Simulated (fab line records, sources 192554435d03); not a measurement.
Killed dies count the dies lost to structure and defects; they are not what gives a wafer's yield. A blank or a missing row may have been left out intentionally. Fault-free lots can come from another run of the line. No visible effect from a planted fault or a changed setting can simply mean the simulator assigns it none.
The same fault as seen by 2 desks ; flow n5 finfet ; only its own numbers are on each desk; what lay behind them is given at the end

TOOL OWNER'S DESK, litho track-05
The tool's own readings at N5_BEOL_M5_COAT_65 (time 60 s, resist thk 60 nm): means of the sampled wafers that have a number, for each lot that ran on this tool. Any lot whose mean is over 4 standard deviations away from the usual mean is out of limits and marked OUT; that distance is given in the brackets.
Columns: A = dispense pressure kPa at N5_BEOL_M5_COAT_65, usual 55 kPa; B = resist line temp C at N5_BEOL_M5_COAT_65, usual 23.01 C; C = spin speed rpm at N5_BEOL_M5_COAT_65, usual 1499.9 rpm
lot;first seen here;A;B;C
L643;day 12 11:18;53;23.11;1499.5
L644;day 12 16:10;53;23.03;1501.2
L651;day 14 02:55;53;23.00;1498.2
L655;day 14 19:26;53;23.04;1499.0
L659;day 16 06:06;53;22.97;1561.1 (+63) OUT
L662;day 16 23:27;53;23.01;1561.9 (+64) OUT
Finding of this desk: L659, L662 out of limits; the first was L659 at day 16 06:06, on spin speed rpm at N5_BEOL_M5_COAT_65. In limits: L643, L644, L651, L655.

FROM THE METROLOGY DESK
Means of the sampled wafers that have a number, per lot and without regard to the tool the lot ran on: this is what the gauges read. Any lot whose mean is over 4 standard deviations away from the usual mean is out of limits and marked OUT; that distance is given in the brackets.
Columns: A = cd nm at N5_BEOL_M5_CD_MEAS_11, usual 28.13 nm; B = cd nm at N5_BEOL_M5_CD_MEAS_28, usual 30.58 nm
lot;first seen here;A;B
L643;day 12 09:17;28.08;30.08
L644;day 12 13:07;28.31;30.45
L646;day 12 17:28;27.88;30.29
L647;day 12 17:39;28.06;30.72
L651;day 14 00:02;28.23;30.51
L652;day 14 00:50;28.19;30.48
L653;day 14 14:58;28.04;30.43
L655;day 14 18:21;28.30;30.28
L659;day 16 02:14;28.38;30.36
L662;day 16 20:59;28.17;30.36
L665;day 17 07:52;28.10;30.42
L666;day 17 21:58;28.21;30.85
This desk's verdict: no lot among the 12 shows anything out of limits.

ALL TOGETHER
The tool owner's desk had the chance to raise an alarm at day 16 06:06 on L659, L662.
Metrology desk: nothing out of limits seen.
The metrology desk has L659, L662 on record, within its limits.
Every lot named ran N5_BEOL_M5_COAT_65 on litho track-05.

WHAT THE SIMULATOR PUT IN
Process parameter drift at N5_BEOL_M5_COAT_65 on litho track-05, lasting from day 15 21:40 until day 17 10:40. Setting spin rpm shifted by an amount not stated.
Struck lots among those shown: L659, L662.
Hours from the fault's start to each desk's first reading out of limits: the tool owner's desk, 8.
